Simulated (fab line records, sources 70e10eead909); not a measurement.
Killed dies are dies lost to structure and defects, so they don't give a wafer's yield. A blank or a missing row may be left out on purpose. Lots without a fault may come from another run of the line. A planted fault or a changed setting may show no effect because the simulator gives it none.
fab line records | flow nand_harc
record lots=7 wafers=21 last_day=24
route steps=1159 shown A_M0@1014 A_M1@1026
lots that met no fault: from a run of the same line without faults
start_h: hours from the record's first day to the start of the lot's first wafer shown | wait_h: hours since the lot's step before | " the same as in the row above | L1.1+2: a row that stands for several wafers | - no value, or no start given | * or withheld: withheld | < > ~ a bound
route shown NAME@n: a module of which the file shows steps, and the number in the route of the first | usual: mean/standard deviation of fault-free wafers | same: alike in all rows | chamber/n: place in a boat | sites: the reading at each site | _std_site: their standard deviation | _edge_site: outer sites' mean less inner sites' | radius_mm: how far each site lies from the wafer's centre | mask NAME#n: copy n | behind: the tool/chamber that last shaped the wafer | hold: why the lot was held/for how many hours/how that ended | device: the transistor (n, p or np) that didn't switch | end of line: the same wafers' tests at the end of the route | a step without rows: its recipe alone | killed: dies lost to structure and defects at the first sort, not the wafer's yield | map: a wafer's dies, x killed, . not, _ none there
set.NAME: the setting as run; set.NAME@STEP: as run at that earlier step | model.NAME: the simulator's own value behind a step, which no gauge read
lots at some steps of the route; a table a step, a row a wafer
services: from which hour (start_h, from the record's first day; less than 0 if before it) a tool's chamber was out of use, for how many hours, and why
## steps
# step NHARC_A_M0_PRE_CLEAN_29
# recipe time_s=30 temp_c=280 gas=H2/He
# usual heater_power_w=411/30
# columns lot.wafer tool chamber start_h wait_h heater_power_w
L695.2 pvd_sputter-01 - - - 391
L695.3 " - " " 443
L695.1 " - " " 401
L701.1 pvd_sputter-03 - - - 396
L701.4 " - " " 410
L701.2 " - " " 418
L702.3 pvd_sputter-01 - - - 400
L702.1 " - " " 434
L702.5 " - " " 411
L704.3 pvd_sputter-02 - - - 367
L704.4 " - " " 384
L704.6 " - " " 472
L703.2 pvd_sputter-02 - - - 374
L703.3 " - " " 385
L703.6 " - " " 468
L713.1 pvd_sputter-03 - - - 417
L713.5 " - " " 431
L713.6 " - " " 422
L716.2 pvd_sputter-02 - - - 422
L716.5 " - " " 388
L716.6 " - " " 428
# step NHARC_A_M0_PVD_20
# recipe target_thk_a=50 bias_v=168.6 power_w=15000 chamber_pressure_pa=0.12 time_s=8.06 substrate_temp_c=50 material=TaN
# step NHARC_A_M0_PVD_21
# recipe target_thk_a=300 chamber_pressure_pa=5 power_w=5000 substrate_temp_c=30 time_s=20.49 material=Cu
# usual throttle_valve_pct=30.1/1.1
# columns lot.wafer tool chamber start_h wait_h throttle_valve_pct
L695.1 pvd_sputter-01 - - - 27.8
L695.2 " - " " 30.4
L695.3 " - " " 30.6
L701.4 pvd_sputter-03 - - - 31.7
L701.1 " - " " 30.9
L701.2 " - " " 29.1
L702.1 pvd_sputter-01 - - - 30.7
L702.3 " - " " 31.0
L702.5 " - " " 30.3
L704.3 pvd_sputter-02 - - - 30.4
L704.4 " - " " 28.7
L704.6 " - " " 30.4
L703.3 pvd_sputter-02 - - - 30.7
L703.2 " - " " 30.4
L703.6 " - " " 30.7
L713.1 pvd_sputter-03 - - - 31.6
L713.6 " - " " 31.4
L713.5 " - " " 30.7
L716.2 pvd_sputter-02 - - - 30.4
L716.6 " - " " 31.1
L716.5 " - " " 28.3
# step NHARC_A_M0_ECD_22
# recipe target_thk_a=4000 bath_temp_c=25 material=Cu
# step NHARC_A_M0_ANNEAL_30
# recipe temp_c=225 time_s=90
# usual wafer_temp_C_max=226.19/0.3
# columns lot.wafer tool chamber start_h wait_h wafer_temp_C_max
L695.1 rtp_anneal-01 0 393.60 - 226.25
L695.2 " 0 " " 226.36
L695.3 " 0 " " 226.33
L701.1 rtp_anneal-02 0 444.74 - 226.05
L701.2 " 0 " " 225.96
L701.4 " 0 " " 226.02
L702.1 rtp_anneal-01 0 445.34 - 226.01
L702.3 " 0 " " 226.29
L702.5 " 0 " " 226.51
L704.3 rtp_anneal-01 0 451.99 - 226.03
L704.4 " 0 " " 225.94
L704.6 " 0 " " 226.49
L703.2 rtp_anneal-01 0 452.80 - 225.75
L703.3 " 0 " " 225.88
L703.6 " 0 " " 226.00
L713.1 rtp_anneal-02 0 498.00 - 226.45
L713.5 " 0 " " 226.28
L713.6 " 0 " " 226.21
L716.2 rtp_anneal-01 0 523.38 0.5 225.72
L716.5 " 0 " " 225.92
L716.6 " 0 " " 225.83
# step NHARC_A_M0_CMP_23
# recipe t_overpolish_s=20 target_thk_nm=113.75
# usual motor_current_A=12.5/1.2 time_to_endpoint_s=28.9/2.2
# columns lot.wafer tool chamber start_h wait_h motor_current_A time_to_endpoint_s
L695.1 cmp-02 1 393.95 - 13.2 32.1
L695.3 " 2 " " 12.5 30.9
L695.2 " 3 " " 12.4 33.9
L701.4 cmp-01 1 445.11 - 11.6 29.6
L701.1 " 2 " " 12.4 25.0
L701.2 " 3 " " 14.2 30.2
L702.1 cmp-03 1 445.69 - 13.4 28.4
L702.3 " 2 " " 9.5 28.7
L702.5 " 2 " " 10.4 27.7
L704.3 cmp-02 2 452.29 - 12.8 24.4
L704.4 " 3 " " 12.1 26.2
L704.6 " 1 " " 12.6 29.6
L703.2 cmp-01 1 453.15 - 10.9 31.2
L703.3 " 2 " " 12.1 30.2
L703.6 " 3 " " 14.8 33.5
L713.1 cmp-03 3 498.43 - 12.6 29.0
L713.5 " 0 " " 12.7 29.1
L713.6 " 1 " " 13.5 28.6
L716.2 cmp-01 3 523.67 - 14.6 32.4
L716.6 " 3 " " 15.1 33.7
L716.5 " 0 " " 12.0 29.8
# step NHARC_A_M0_THK_MEAS_24
# recipe thk_meas_gauge=xrf
# usual thk_nm=113.3/1.3
# columns lot.wafer tool chamber start_h wait_h thk_nm
L695.1 film_metro-02 - 394.26 - 116.2
L695.2 " - " " 114.3
L695.3 " - " " 113.9
L701.1 film_metro-02 - 445.40 - 112.5
L701.2 " - " " 115.2
L701.4 " - " " 113.1
L702.1 film_metro-02 - 446.00 - 112.7
L702.3 " - " " 111.9
L702.5 " - " " 112.7
L704.3 film_metro-01 - 452.54 - 114.0
L704.4 " - " " 112.9
L704.6 " - " " 114.2
L703.2 film_metro-01 - 453.41 - 114.6
L703.3 " - " " 112.5
L703.6 " - " " 112.3
L713.1 film_metro-01 - 498.66 - 113.7
L713.5 " - " " 114.4
L713.6 " - " " 112.9
L716.2 film_metro-01 - 523.99 - 115.4
L716.5 " - " " 114.2
L716.6 " - " " 115.4
# step NHARC_A_M0_SRD_25
# step NHARC_A_M0_INSPECT_27
# usual raw_defect_count=487/170
# columns lot.wafer tool chamber start_h wait_h raw_defect_count
L695.1 defect_inspect-01 - 394.42 0.0 467
L695.2 " - " " 418
L695.3 " - " " 385
L701.1 defect_inspect-02 - 445.56 0.0 468
L701.2 " - " " 418
L701.4 " - " " 435
L702.1 defect_inspect-02 - 446.16 0.0 331
L702.3 " - " " 359
L702.5 " - " " 366
L704.3 defect_inspect-01 - 452.70 0.0 506
L704.4 " - " " 491
L704.6 " - " " 469
L703.2 defect_inspect-02 - 453.57 0.0 311
L703.3 " - " " 408
L703.6 " - " " 355
L713.1 defect_inspect-02 - 498.82 0.0 441
L713.5 " - " " 402
L713.6 " - " " 382
L716.2 defect_inspect-02 - 524.15 0.0 630
L716.5 " - " " 427
L716.6 " - " " 609
# step NHARC_A_M0_PRE_CLEAN_31
# recipe time_s=12 temp_c=370 rf_power_w=300 gas=NH3
# step NHARC_A_M0_DEP_32
# recipe target_thk_a=300 temp_c=370 target_thk_nm=30 pressure_torr=3 flow_sccm=200 rf_w=450 material=SiCN
# usual chamber_pressure_Torr=3.000/0.0061 heater_power_outer_w=337/50 heater_power_w=599/75
# columns lot.wafer tool chamber start_h wait_h chamber_pressure_Torr heater_power_outer_w heater_power_w
L695.2 pecvd-02 0 394.57 0.1 3.005 360 635
L695.3 " 1 " " 3.000 392 671
L695.1 " 2 " " 2.998 314 566
L701.1 pecvd-01 2 445.71 0.1 3.003 362 659
L701.2 " 1 " " 2.994 336 555
L701.4 " 1 " " 2.996 344 560
L702.3 pecvd-03 1 446.31 0.1 2.992 243 464
L702.1 " 2 " " 2.993 361 648
L702.5 " 0 " " 3.000 426 666
L704.4 pecvd-01 2 453.01 0.2 3.016 373 686
L704.3 " 1 " " 2.994 312 514
L704.6 " 1 " " 3.004 307 524
L703.3 pecvd-02 2 453.92 0.1 3.003 293 514
L703.2 " 0 " " 2.991 413 722
L703.6 " 2 " " 3.002 293 521
L713.1 pecvd-02 0 499.01 0.1 2.994 405 672
L713.6 " 2 " " 3.003 247 467
L713.5 " 1 " " 2.995 368 626
L716.2 pecvd-03 0 524.31 0.1 3.005 425 700
L716.6 " 0 " " 2.991 426 691
L716.5 " 1 " " 2.999 302 534
# step NHARC_A_M1_DEP_00
# recipe target_thk_a=1825 target_thk_nm=182.5 temp_c=withheld pressure_torr=5 flow_sccm=200 rf_w=600 material=SiOC
# usual chamber_pressure_Torr=5.001/0.011 rf_fwd_power_W=598.1/1.9
# columns lot.wafer tool chamber start_h wait_h chamber_pressure_Torr rf_fwd_power_W
L695.2 pecvd-03 1 394.98 - 4.993 598.9
L695.3 " 2 " " 4.998 597.8
L695.1 " 0 " " 5.006 597.5
L701.2 pecvd-02 0 446.16 - - -
L701.1 " 1 " " - -
L701.4 " 1 " " - -
L702.1 pecvd-02 1 446.77 - - -
L702.3 " 2 " " - -
L702.5 " 2 " " - -
L704.3 pecvd-01 1 453.54 0.4 - -
L704.4 " 2 " " - -
L704.6 " 1 " " - -
L703.2 pecvd-02 0 454.27 - 4.984 599.7
L703.3 " 2 " " 5.001 599.1
L703.6 " 1 " " 5.008 597.4
L713.1 pecvd-02 0 499.40 - 5.008 600.1
L713.6 " 0 " " 5.019 597.8
L713.5 " 1 " " 5.003 597.7
L716.2 pecvd-03 2 524.71 - 4.999 596.7
L716.5 " 2 " " 4.992 596.9
L716.6 " 0 " " 5.000 597.1
# step NHARC_A_M1_DEHYDRATE_01
# recipe temp_c=150 time_s=120
## services
# columns tool chamber start_h hours kind
cmp-02 - 371.54 0.8 repair
cmp-01 - 375.50 4.0 pm
cmp-03 - 377.37 0.6 repair
cmp-02 - 380.14 0.9 repair
pecvd-01 - 389.82 0.6 repair
pvd_sputter-02 - 392.03 10.0 pm
pecvd-01 - 418.60 13.0 pm
cmp-02 - 422.62 4.0 pm
cmp-03 - 439.45 3.4 repair
pvd_sputter-01 - 448.04 17.1 repair
cmp-03 - 449.30 1.0 repair
cmp-03 - 450.34 4.0 pm
pecvd-01 0 451.17 21.6 repair
pvd_sputter-03 - 458.07 10.0 pm
cmp-03 - 461.23 0.5 repair
cmp-02 - 461.36 1.0 repair
pecvd-03 2 472.87 4.5 repair
pecvd-03 - 473.05 13.0 pm
cmp-01 - 473.50 4.0 pm
pecvd-01 - 479.79 0.8 repair
pecvd-02 - 502.60 68.1 repair
cmp-01 - 504.65 2.4 repair
pvd_sputter-01 - 514.00 10.0 pm
cmp-02 - 520.62 4.0 pm
## key
first_sign step=NHARC_A_M1_DEP_00 reading=tool_record direction=missing
effect none on later readings
met_at NHARC_A_M1_DEP_00
struck_wafers L701.1,L701.2,L701.4,L702.1,L702.3,L702.5,L704.3,L704.4,L704.6
later_rows_left_out L701.1,L701.2,L701.4,L702.1,L702.3,L702.5,L704.3,L704.4,L704.6
sort_left_out L701.1,L701.2,L701.4,L702.1,L702.3,L702.5,L704.3,L704.4,L704.6
fault kind=skipped_step_whole tool=pecvd-01,pecvd-02 chamber=- onset_h=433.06 steps=NHARC_A_M1_DEP_00 scope=struck_lots_only
# sort_left_out: the simulated sort isn't trusted on such a fault, so these wafers' sort isn't shown, and their yield isn't known
# later_rows_left_out: the simulator's readings of these wafers behind a module that went badly wrong aren't trusted and aren't shown, but for the sort
